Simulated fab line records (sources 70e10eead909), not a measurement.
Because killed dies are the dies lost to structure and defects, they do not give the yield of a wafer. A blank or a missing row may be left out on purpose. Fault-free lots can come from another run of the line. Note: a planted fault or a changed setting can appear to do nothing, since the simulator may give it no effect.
fab line records ; flow nandHarc
record lots=5; wafers=15; lastDay=33
route steps=1302 shown P_CONTACT@236 P_M0@253 A_BLC@1120
lots with no fault: from the same line, run without faults
startH: hours from the record's first day to the start of the lot's first wafer shown ; waitH: hours elapsed since this lot's preceding step ; " repeats the value in the row above ; L1.1+2: a row that stands for several wafers ; - value missing, or start not given ; * or withheld: withheld ; < > ~ a bound
route shown NAME@n: NAME is a module with steps in the file, n the number in the route of the first one ; usual: the fault-free wafers' mean and standard deviation ; same: alike in all rows ; chamber/n: place in a boat ; sites: per-site readings ; _std_site: the values' standard deviation ; _edge_site: inner sites' mean taken away from outer sites' mean ; radiusMm: how far each site lies from the wafer's centre ; mask NAME#n: copy n ; behind: the tool/chamber that last shaped the wafer ; hold: why the lot was held/for how many hours/how that ended ; device: transistor that didn't switch, given as n, p or np ; end of line: tests run on the same wafers once the route is complete ; where a step has no rows: the recipe by itself ; killed: at the first sort, the dies lost to defects and structure; wafer yield is something else ; map: per-die view of a wafer (x killed, . not killed, _ where there is no die)
set.NAME: the setting the step ran with; set.NAME@STEP: the setting that earlier step ran with ; model.NAME: the simulator's own value behind a step, which no gauge read
lots at selected steps of the route; one table per step, one row per wafer
services: from which hour (startH, from the record's first day; less than 0 if before it) a tool's chamber was out of use, for how many hours, and why
## steps
# step NHARC_P_CONTACT_ETCH_35
# recipe targetDepthA=390; overEtchFrac=0.3; timeS=65; ionEnergyEv=80; cf4FlowSccm=150; arFlowSccm=0; rfW=300; biasW=100; chemistry=CF4
# step NHARC_P_CONTACT_ETCH_36
# recipe targetDepthA=2600; overEtchFrac=0.25; timeS=406.25; ionEnergyEv=200; n2FlowSccm=150; h2FlowSccm=150; arFlowSccm=0; rfW=400; biasW=150; chemistry=N2/H2
# step NHARC_P_CONTACT_ETCH_18
# recipe targetDepthA=4810; timeS=240.5; c4f8FlowSccm=20; o2FlowSccm=10; arFlowSccm=withheld; rfW=600; biasW=1500; chemistry=C4F8/O2/Ar
# usual oesProductAu=0.953/0.018; rfVppV=980/7
lot.wafer;tool;chamber;startH;waitH;oesProductAu;rfHoursCounterH;rfVppV
L806.4;rieDiel-08;3;-;-;0.950;2.9;986
L806.1;rieDiel-08;0;-;-;0.962;3.5;975
L806.6;rieDiel-08;3;-;-;0.956;-;988
L811.4;rieDiel-02;0;-;-;0.922;3.1;969
L811.3;rieDiel-02;2;-;-;0.968;3.8;982
L811.5;rieDiel-02;0;-;-;0.930;-;971
L812.2;rieDiel-02;3;-;-;0.943;4.3;982
L812.4;rieDiel-02;0;-;-;0.941;3.4;970
L812.6;rieDiel-02;0;-;-;0.949;-;970
L822.2;rieDiel-08;3;-;-;0.953;3.7;987
L822.3;rieDiel-08;1;-;-;0.956;3.6;970
L822.6;rieDiel-08;2;-;-;0.945;-;990
L825.3;rieDiel-08;2;-;-;0.955;4.9;988
L825.2;rieDiel-08;1;-;-;0.963;4.9;971
L825.4;rieDiel-08;2;-;-;0.946;-;989
# step NHARC_P_CONTACT_STRIP_37
# recipe c4f8FlowSccm=withheld; o2FlowSccm=8; arFlowSccm=withheld; biasW=0; chemistry=C4F8/O2/Ar
# step NHARC_P_CONTACT_ETCH_31
# recipe targetDepthA=300; timeS=85.7; ionEnergyEv=120; overEtchFrac=1; ch3fFlowSccm=50; o2FlowSccm=30; arFlowSccm=200; rfW=500; biasW=100; chemistry=CH3F/O2
# usual drypumpMotorCurrentA=5.7/0.38; oesProductAu=0.974/0.013; rfVppV=245.0/2; showerheadPlenumPTorr=2.50/0.13; throttleValvePct=20.663/0.009
lot.wafer;tool;chamber;startH;waitH;drypumpMotorCurrentA;oesProductAu;rfHoursCounterH;rfVppV;showerheadPlenumPTorr;throttleValvePct
L806.1;rieDiel-08;3;-;-;5.9;0.962;3.0;246.4;2.61;20.663
L806.4;rieDiel-08;0;-;-;5.3;0.976;3.6;243.1;2.42;20.672
L806.6;rieDiel-08;2;-;-;6.1;0.970;-;248.3;2.65;20.657
L811.3;rieDiel-02;1;-;-;6.2;0.969;3.7;246.7;2.62;20.677
L811.4;rieDiel-02;3;-;-;5.6;0.952;4.0;245.4;2.52;20.675
L811.5;rieDiel-02;1;-;-;6.2;0.983;-;246.9;2.62;20.646
L812.2;rieDiel-02;1;-;-;6.2;0.990;4.0;246.9;2.62;20.671
L812.4;rieDiel-02;3;-;-;5.6;0.975;4.4;244.1;2.52;20.680
L812.6;rieDiel-02;1;-;-;6.2;0.996;-;246.4;2.62;20.659
L822.3;rieDiel-08;2;-;-;6.1;0.962;3.6;247.7;2.65;20.673
L822.2;rieDiel-08;3;-;-;5.9;0.966;3.8;247.2;2.61;20.661
L822.6;rieDiel-08;1;-;-;5.6;0.986;-;242.8;2.33;20.670
L825.3;rieDiel-08;0;-;-;5.3;0.974;4.5;242.6;2.42;20.661
L825.2;rieDiel-08;1;-;-;5.5;0.988;5.0;242.0;2.33;20.656
L825.4;rieDiel-08;0;-;-;5.3;0.981;-;242.4;2.42;20.669
# step NHARC_P_CONTACT_CD_MEAS_19
# usual cdNm=89.8/1.5
lot.wafer;tool;chamber;startH;waitH;cdNm
L806.1;cdSem-03;-;151.53;-;86.2
L806.4;cdSem-03;-;151.53;-;90.2
L806.6;cdSem-03;-;151.53;-;89.8
L811.3;cdSem-03;-;198.82;-;89.3
L811.4;cdSem-03;-;198.82;-;87.8
L811.5;cdSem-03;-;198.82;-;87.1
L812.2;cdSem-01;-;203.02;-;90.9
L812.4;cdSem-01;-;203.02;-;88.4
L812.6;cdSem-01;-;203.02;-;89.2
L822.2;cdSem-01;-;311.37;-;93.2
L822.3;cdSem-01;-;311.37;-;91.5
L822.6;cdSem-01;-;311.37;-;90.6
L825.2;cdSem-02;-;344.86;-;90.6
L825.3;cdSem-02;-;344.86;-;88.2
L825.4;cdSem-02;-;344.86;-;92.9
# step NHARC_P_CONTACT_STRIP_28
# recipe o2FlowSccm=500; arFlowSccm=0; biasW=0; chemistry=O2
# usual drypumpMotorCurrentA=5.7/0.46; oesProductAu=0.999/0.01; rfVppV=57.9/0.88; showerheadPlenumPTorr=3.56/0.17; throttleValvePct=17.036/0.0089
lot.wafer;tool;chamber;startH;waitH;drypumpMotorCurrentA;oesProductAu;rfHoursCounterH;rfVppV;showerheadPlenumPTorr;throttleValvePct
L806.4;rieDiel-11;1;151.62;0.1;5.7;0.998;3.5;57.4;3.46;17.044
L806.1;rieDiel-11;2;151.62;0.1;6.7;0.999;3.8;57.9;3.71;17.036
L806.6;rieDiel-11;1;151.62;0.1;5.7;1.015;-;57.0;3.46;17.036
L811.3;rieDiel-11;2;198.91;0.1;6.7;0.992;6.7;58.5;3.71;17.042
L811.4;rieDiel-11;1;198.91;0.1;5.7;1.000;-;58.1;3.46;17.048
L811.5;rieDiel-11;3;198.91;0.1;5.1;1.000;-;57.7;3.34;17.037
L812.2;rieDiel-08;1;203.09;0.1;5.5;1.002;0.1;58.0;3.35;17.055
L812.4;rieDiel-08;3;203.09;0.1;5.9;0.989;0.0;57.7;3.74;17.033
L812.6;rieDiel-08;2;203.09;0.1;6.1;0.988;-;56.9;3.80;17.043
L822.3;rieDiel-02;1;311.45;0.1;6.2;1.013;2.3;59.6;3.75;17.034
L822.2;rieDiel-02;2;311.45;0.1;5.2;1.007;2.5;58.1;3.65;17.037
L822.6;rieDiel-02;1;311.45;0.1;6.2;1.010;-;57.4;3.75;17.047
L825.3;rieDiel-02;1;344.96;0.1;6.2;1.013;3.2;58.1;3.75;17.047
L825.4;rieDiel-02;2;344.96;0.1;5.2;1.008;3.3;57.0;3.65;17.032
L825.2;rieDiel-02;3;344.96;0.1;5.6;0.999;3.3;57.8;3.61;17.026
# step NHARC_P_CONTACT_STRIP_29
# recipe timeS=1200; tempC=72.5; chemistry=postEtchResidueRemover
# step NHARC_P_CONTACT_DEGAS_38
# recipe tempC=300; timeS=60
# step NHARC_P_CONTACT_PRE_CLEAN_39
# recipe timeS=19.5; biasV=250; gas=Ar
# step NHARC_P_CONTACT_PVD_32
# recipe targetThkA=50; chamberPressurePa=5; powerW=5000; substrateTempC=200; timeS=17.7; material=Ti
# step NHARC_P_CONTACT_ALD_22
# recipe targetThkA=30; pulseTimeS=1; aldCycles=150; tempC=450; material=TiN
# step NHARC_P_CONTACT_CVD_23
# recipe targetThkA=2000; tempC=300; pressureTorr=40; wf6FlowSccm=40; h2FlowSccm=1600; arFlowSccm=1560; timeS=557; material=W
# usual heaterPowerW=465/41; mfcWf6Sccm=39.99/0.12; throttleValvePct=7.82/0.25
lot.wafer;tool;chamber;startH;waitH;heaterPowerW;mfcWf6Sccm;sinceWetCleanH;throttleValvePct
L806.1;cvdW-01;1;152.77;-;465;39.93;136;8.18
L806.4;cvdW-01;0;152.77;-;436;40.14;-;7.81
L806.6;cvdW-01;0;152.77;-;444;40.19;-;7.73
L811.3;cvdW-02;0;200.36;-;522;39.92;-;7.66
L811.4;cvdW-02;0;200.36;-;536;39.81;-;7.38
L811.5;cvdW-02;0;200.36;-;523;39.88;-;7.29
L812.2;cvdW-01;0;204.17;-;436;39.90;6;7.83
L812.4;cvdW-01;1;204.17;-;451;39.93;-;7.80
L812.6;cvdW-01;1;204.17;-;450;39.87;-;8.02
L822.2;cvdW-02;0;312.62;-;511;40.06;30;8.04
L822.3;cvdW-02;1;312.62;-;433;39.99;-;7.68
L822.6;cvdW-02;0;312.62;-;527;39.97;-;7.83
L825.2;cvdW-02;0;346.11;-;520;40.01;64;7.66
L825.4;cvdW-02;1;346.11;-;428;39.80;-;7.59
L825.3;cvdW-02;0;346.11;-;522;40.06;-;7.53
# step NHARC_P_CONTACT_CMP_24
# recipe tOverpolishS=30; targetThkNm=200
# step NHARC_P_CONTACT_SRD_26
# step NHARC_P_CONTACT_INSPECT_27
# usual rawDefectCount=273/97
lot.wafer;tool;chamber;startH;waitH;rawDefectCount
L806.1;defectInspect-01;-;153.74;0.1;167
L806.4;defectInspect-01;-;153.74;0.1;156
L806.6;defectInspect-01;-;153.74;0.1;187
L811.3;defectInspect-01;-;201.59;0.1;238
L811.4;defectInspect-01;-;201.59;0.1;342
L811.5;defectInspect-01;-;201.59;0.1;329
L812.2;defectInspect-01;-;205.21;0.1;344
L812.4;defectInspect-01;-;205.21;0.1;408
L812.6;defectInspect-01;-;205.21;0.1;374
L822.2;defectInspect-01;-;313.59;0.1;174
L822.3;defectInspect-01;-;313.59;0.1;250
L822.6;defectInspect-01;-;313.59;0.1;136
L825.2;defectInspect-01;-;347.07;0.1;222
L825.3;defectInspect-01;-;347.07;0.1;487
L825.4;defectInspect-01;-;347.07;0.1;173
# step NHARC_P_M0_DEP_00
# recipe targetThkA=1500; targetThkNm=150; tempC=withheld; pressureTorr=5; flowSccm=200; rfW=600; material=SiOC
# step NHARC_P_M0_DEHYDRATE_01
# recipe tempC=150; timeS=120
# step NHARC_P_M0_HMDS_02
# recipe timeS=30
# step NHARC_P_M0_COAT_33
# recipe tempC=200; timeS=65
# step NHARC_P_M0_COAT_03
# recipe spinRpm=1500; resistThkNm=90
# step NHARC_P_M0_SOFTBAKE_04
# recipe tempC=105; timeS=55
# step NHARC_P_M0_EBR_05
# step NHARC_P_M0_EXPOSE_06
# recipe na=1.35; targetCdNm=90; doseMj=81.28; maskId=P_M0
# step NHARC_P_M0_PEB_07
# recipe pebTempC=100; pebTimeS=65
# step NHARC_P_M0_DEVELOP_08
# recipe developTimeS=35; devTempC=23
# step NHARC_P_M0_CD_MEAS_09
# recipe targetCdNm=90; landingEnergyEv=500
# usual cdNm=90.2/0.66
lot.wafer;tool;chamber;startH;waitH;cdNm
L806.1;cdSem-01;0;154.65;-;90.0
L806.4;cdSem-01;0;154.65;-;91.2
L806.6;cdSem-01;0;154.65;-;90.8
L811.3;cdSem-03;0;202.37;-;91.2
L811.4;cdSem-03;0;202.37;-;89.7
L811.5;cdSem-03;0;202.37;-;90.2
L812.2;cdSem-03;0;206.11;-;90.1
L812.4;cdSem-03;0;206.11;-;89.8
L812.6;cdSem-03;0;206.11;-;89.5
L822.2;cdSem-03;0;314.49;-;90.4
L822.3;cdSem-03;0;314.49;-;90.0
L822.6;cdSem-03;0;314.49;-;90.4
L825.2;cdSem-01;0;348.00;-;90.1
L825.3;cdSem-01;0;348.00;-;90.1
L825.4;cdSem-01;0;348.00;-;90.0
# step NHARC_P_M0_OVL_MEAS_10
# recipe pitchNm=180
# usual overlayXNm=-0.1/0.64; overlayYNm=0.0/0.97
lot.wafer;tool;chamber;startH;waitH;overlayXNm;overlayYNm
L806.1;overlay-02;-;154.74;-;0.3;0.5
L806.4;overlay-02;-;154.74;-;0.1;1.0
L806.6;overlay-02;-;154.74;-;0.0;0.6
L811.3;overlay-02;-;202.46;-;0.6;1.0
L811.4;overlay-02;-;202.46;-;-0.2;0.2
L811.5;overlay-02;-;202.46;-;-0.2;0.8
L812.2;overlay-02;-;206.20;-;-1.8;0.4
L812.4;overlay-02;-;206.20;-;-1.7;0.6
L812.6;overlay-02;-;206.20;-;-1.0;0.8
L822.2;overlay-01;-;314.57;-;1.0;-0.5
L822.3;overlay-01;-;314.57;-;0.4;0.2
L822.6;overlay-01;-;314.57;-;0.7;-0.5
L825.2;overlay-02;-;348.09;-;-0.3;0.7
L825.3;overlay-02;-;348.09;-;0.2;0.7
L825.4;overlay-02;-;348.09;-;-0.4;0.6
# step NHARC_P_M0_INSPECT_11
# usual rawDefectCount=4.4/2.8
lot.wafer;tool;chamber;startH;waitH;rawDefectCount
L806.1;defectInspect-02;-;154.78;0.0;2
L806.4;defectInspect-02;-;154.78;0.0;3
L806.6;defectInspect-02;-;154.78;0.0;1
L811.3;defectInspect-02;-;202.50;0.0;3
L811.4;defectInspect-02;-;202.50;0.0;4
L811.5;defectInspect-02;-;202.50;0.0;6
L812.2;defectInspect-01;-;206.24;0.0;4
L812.4;defectInspect-01;-;206.24;0.0;3
L812.6;defectInspect-01;-;206.24;0.0;3
L822.2;defectInspect-01;-;314.61;0.0;6
L822.3;defectInspect-01;-;314.61;0.0;6
L822.6;defectInspect-01;-;314.61;0.0;6
L825.2;defectInspect-01;-;348.12;0.0;9
L825.3;defectInspect-01;-;348.12;0.0;8
L825.4;defectInspect-01;-;348.12;0.0;9
# step NHARC_P_M0_DESCUM_14
# recipe timeS=3; o2FlowSccm=200; arFlowSccm=0; biasPowerW=0; chemistry=O2
# step NHARC_P_M0_ETCH_34
# recipe targetDepthA=400; overetchA=120; timeS=43.94; ionEnergyEv=200; n2FlowSccm=150; h2FlowSccm=150; arFlowSccm=0; rfW=400; biasW=150; chemistry=N2/H2
# step NHARC_P_M0_ETCH_15
# recipe targetDepthA=1500; overetchA=150; timeS=82.5; c4f8FlowSccm=withheld; arFlowSccm=400; rfW=600; biasW=300; chemistry=C4F8/Ar
# usual oesProductAu=0.952/0.023; rfVppV=441.3/2.8
lot.wafer;tool;chamber;startH;waitH;oesProductAu;rfHoursCounterH;rfVppV
L806.1;rieDiel-07;2;-;-;0.957;11;437.5
L806.4;rieDiel-07;2;-;-;0.954;-;438.7
L806.6;rieDiel-07;3;-;-;0.956;-;443.8
L811.4;rieDiel-06;0;-;-;0.955;11;444.7
L811.3;rieDiel-06;1;-;-;0.945;12;439.1
L811.5;rieDiel-06;0;-;-;0.955;-;443.5
L812.2;rieDiel-07;3;-;-;0.975;27;442.4
L812.4;rieDiel-07;1;-;-;0.974;28;436.3
L812.6;rieDiel-07;3;-;-;0.977;-;441.7
L822.2;rieDiel-05;0;-;-;0.913;28;442.1
L822.3;rieDiel-05;1;-;-;0.926;26;436.9
L822.6;rieDiel-05;0;-;-;0.914;-;442.8
L825.2;rieDiel-05;3;-;-;0.929;39;442.7
L825.3;rieDiel-05;0;-;-;0.927;40;443.6
L825.4;rieDiel-05;1;-;-;0.935;37;438.0
# step NHARC_P_M0_CD_MEAS_16
# usual cdNm=90.3/0.82
lot.wafer;tool;chamber;startH;waitH;cdNm
L806.1;cdSem-02;-;155.18;-;90.3
L806.4;cdSem-02;-;155.18;-;90.6
L806.6;cdSem-02;-;155.18;-;90.8
L811.3;cdSem-02;-;202.86;-;92.8
L811.4;cdSem-02;-;202.86;-;90.2
L811.5;cdSem-02;-;202.86;-;90.7
L812.2;cdSem-02;-;206.60;-;90.5
L812.4;cdSem-02;-;206.60;-;90.3
L812.6;cdSem-02;-;206.60;-;89.6
L822.2;cdSem-03;-;314.97;-;89.7
L822.3;cdSem-03;-;314.97;-;89.8
L822.6;cdSem-03;-;314.97;-;89.9
L825.2;cdSem-03;-;348.48;-;90.0
L825.3;cdSem-03;-;348.48;-;90.2
L825.4;cdSem-03;-;348.48;-;89.9
# step NHARC_P_M0_STRIP_18
# recipe powerW=1000; n2FlowSccm=150; h2FlowSccm=150; arFlowSccm=0; biasW=0; chemistry=N2/H2
# step NHARC_P_M0_STRIP_19
# recipe timeS=600; tempC=30; chemistry=postEtchResidueRemover
# step NHARC_P_M0_DEGAS_28
# recipe tempC=250; timeS=60
# step NHARC_P_M0_PRE_CLEAN_29
# recipe timeS=30; tempC=280; gas=H2/He
# step NHARC_P_M0_PVD_20
# recipe targetThkA=50; biasV=168.6; powerW=15000; chamberPressurePa=0.12; timeS=8.06; substrateTempC=50; material=TaN
# step NHARC_P_M0_PVD_21
# recipe targetThkA=300; chamberPressurePa=5; powerW=5000; substrateTempC=30; timeS=20.49; material=Cu
# usual substrateTempC=29.99/0.12; throttleValvePct=29.8/1.3
lot.wafer;tool;chamber;startH;waitH;substrateTempC;throttleValvePct
L806.4;pvdSputter-01;-;-;-;30.10;30.2
L806.1;pvdSputter-01;-;-;-;29.91;29.7
L806.6;pvdSputter-01;-;-;-;30.00;30.3
L811.4;pvdSputter-02;-;-;-;29.89;30.3
L811.3;pvdSputter-02;-;-;-;29.91;29.3
L811.5;pvdSputter-02;-;-;-;29.96;28.0
L812.4;pvdSputter-01;-;-;-;30.12;28.9
L812.2;pvdSputter-01;-;-;-;30.08;29.5
L812.6;pvdSputter-01;-;-;-;30.12;30.0
L822.2;pvdSputter-02;-;-;-;29.81;28.5
L822.3;pvdSputter-02;-;-;-;30.02;30.4
L822.6;pvdSputter-02;-;-;-;30.00;31.6
L825.4;pvdSputter-01;-;-;-;30.04;28.6
L825.2;pvdSputter-01;-;-;-;29.88;28.8
L825.3;pvdSputter-01;-;-;-;29.98;29.8
# step NHARC_P_M0_ECD_22
# recipe targetThkA=4000; bathTempC=25; material=Cu
# step NHARC_P_M0_ANNEAL_30
# recipe tempC=225; timeS=90
# step NHARC_A_BLC_DESCUM_15
# recipe timeS=3; o2FlowSccm=200; arFlowSccm=0; biasPowerW=0; chemistry=O2
# usual drypumpMotorCurrentA=5.8/0.41; oesProductAu=1.003/0.0088; rfVppV=57.8/0.84; showerheadPlenumPTorr=1.92/0.072; throttleValvePct=11.311/0.0099
# same biasPowerW=0
lot.wafer;tool;chamber;startH;waitH;drypumpMotorCurrentA;oesProductAu;rfHoursCounterH;rfVppV;showerheadPlenumPTorr;throttleValvePct;model.A_BLC.cdNm
L806.4;rieDiel-13;2;546.23;0.1;5.1;1.007;1;58.4;1.95;11.318;100.5
L806.1;rieDiel-13;3;546.23;0.1;5.9;0.995;1;58.7;1.88;11.316;99.65
L806.6;rieDiel-13;2;546.23;0.1;5.1;1.002;-;58.3;1.96;11.321;100.2
L811.3;rieDiel-01;2;590.09;0.1;6.4;0.993;2;57.2;1.95;11.321;99.54
L811.4;rieDiel-01;0;590.09;0.1;5.2;1.001;1;58.2;2.00;11.321;99.67
L811.5;rieDiel-01;2;590.09;0.1;6.4;1.004;-;57.5;1.95;11.310;99.7
L812.2;rieDiel-01;0;600.26;0.1;5.2;1.007;2;56.9;2.00;11.333;101.2
L812.4;rieDiel-01;0;600.26;0.1;5.2;1.008;-;57.6;2.00;11.295;100.5
L812.6;rieDiel-01;2;600.26;0.1;6.4;1.002;-;58.2;1.95;11.303;99.61
L822.3;rieDiel-01;2;724.64;0.1;6.4;0.998;13;56.9;1.94;11.279;100.5
L822.2;rieDiel-01;1;724.64;0.1;5.6;1.014;12;57.1;1.93;11.315;101.6
L822.6;rieDiel-01;3;724.64;0.1;5.6;1.021;-;57.2;1.98;11.297;101.3
L825.2;rieDiel-01;2;747.30;0.1;6.4;1.015;0;58.7;1.94;11.314;101.5
L825.4;rieDiel-01;0;747.30;0.1;5.2;1.004;1;58.9;2.00;11.305;102.3
L825.3;rieDiel-01;1;747.30;0.1;5.6;1.003;1;58.2;1.93;11.316;101.6
# step NHARC_A_BLC_ETCH_16
# recipe targetDepthA=390; overEtchFrac=0.3; timeS=65; ionEnergyEv=80; cf4FlowSccm=150; arFlowSccm=0; rfW=300; biasW=100; chemistry=CF4
# usual drypumpMotorCurrentA=5.8/0.41; oesProductAu=1.003/0.0078; rfVppV=151.3/1.2; showerheadPlenumPTorr=1.77/0.062; throttleValvePct=13.285/0.0084
lot.wafer;tool;chamber;startH;waitH;drypumpMotorCurrentA;oesProductAu;rfHoursCounterH;rfVppV;showerheadPlenumPTorr;throttleValvePct;model.A_BLC.cdNm
L806.4;rieDiel-13;2;546.32;0.1;5.1;1.008;1;151.8;1.80;13.288;100.5
L806.1;rieDiel-13;3;546.32;0.1;5.9;1.009;1;151.3;1.74;13.284;99.57
L806.6;rieDiel-13;2;546.32;0.1;5.1;1.005;-;153.0;1.80;13.289;100.6
L811.4;rieDiel-01;1;590.18;0.1;5.6;1.005;2;151.3;1.78;13.283;99.41
L811.3;rieDiel-01;2;590.18;0.1;6.4;0.993;2;152.2;1.80;13.278;99.3
L811.5;rieDiel-01;0;590.18;0.1;5.2;1.002;-;151.7;1.84;13.283;99.79
L812.2;rieDiel-01;3;600.35;0.1;5.6;1.019;3;152.1;1.83;13.280;101.4
L812.6;rieDiel-01;3;600.35;0.1;5.6;1.014;-;153.0;1.83;13.289;99.89
L812.4;rieDiel-01;2;600.35;0.1;6.4;1.013;-;152.1;1.80;13.283;100.6
L822.3;rieDiel-01;1;724.73;0.1;5.6;1.004;12;151.6;1.78;13.286;100.2
L822.2;rieDiel-01;0;724.73;0.1;5.3;1.009;11;152.9;1.84;13.287;101.2
L822.6;rieDiel-01;2;724.73;0.1;6.4;0.997;-;151.9;1.79;13.280;101
L825.2;rieDiel-01;3;747.38;0.1;5.6;1.009;1;151.8;1.82;13.280;101.5
L825.3;rieDiel-01;0;747.38;0.1;5.2;1.010;1;152.7;1.84;13.276;101.6
L825.4;rieDiel-01;2;747.38;0.1;6.4;1.006;0;150.9;1.79;13.277;102.3
## services
tool;chamber;startH;hours;kind
rieDiel-08;-;163.00;2.3;repair
rieDiel-01;0;185.47;4.3;repair
rieDiel-01;-;187.36;0.5;repair
rieDiel-08;-;190.80;9.0;pm
rieDiel-01;-;203.80;9.0;pm
rieDiel-01;0;222.51;8.1;repair
rieDiel-08;-;244.50;0.8;repair
rieDiel-01;2;292.63;9.6;repair
rieDiel-08;0;305.83;10.9;repair
rieDiel-01;3;327.13;10.7;repair
rieDiel-08;3;342.54;6.7;repair
rieDiel-01;2;352.98;4.6;repair
rieDiel-08;-;367.80;9.0;pm
rieDiel-01;-;380.80;9.0;pm
rieDiel-08;1;391.17;1.9;repair
rieDiel-01;3;392.56;9.8;repair
rieDiel-08;-;394.38;10.3;repair
rieDiel-01;1;499.35;4.7;repair
rieDiel-08;1;516.65;3.9;repair
rieDiel-01;-;557.80;9.0;pm
rieDiel-01;1;598.14;4.5;repair
rieDiel-01;-;603.20;0.9;repair
rieDiel-01;2;628.26;7.0;repair
rieDiel-01;-;734.80;9.0;pm
## key
firstSign none at tools or gauges
modelEffect step=NHARC_A_BLC_DESCUM_15; value=A_BLC.cdNm; without=99.49; struck=101.8
modelEffect step=NHARC_A_BLC_ETCH_16; value=A_BLC.cdNm; without=99.5; struck=101.8
metAt NHARC_P_CONTACT_CVD_23
struckWafers L825.2,L825.3,L825.4
testerLeftOut L825
loopTrim step=NHARC_A_BLC_EXPOSE_07; setting=dose; lots=L825
onsetBetween 312.62 346.11
alsoFits time
fault kind=processParameterDrift; tool=cvdW-02; chamber=-; onsetH=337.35; steps=NHARC_P_CONTACT_CVD_23; channel=targetThkA; offset=*; shape=step; endH=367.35; actsIn=*; stated=*
# testerLeftOut: of these lots the tester's yield and bins aren't shown, on N5 and GAA mostly nor the transistor test; their killed dies are dies lost to structure and defects alone, not to doping, threshold or leakage, so they don't give the yield
# loopTrim: a control loop set the setting to another value than it would have without faults
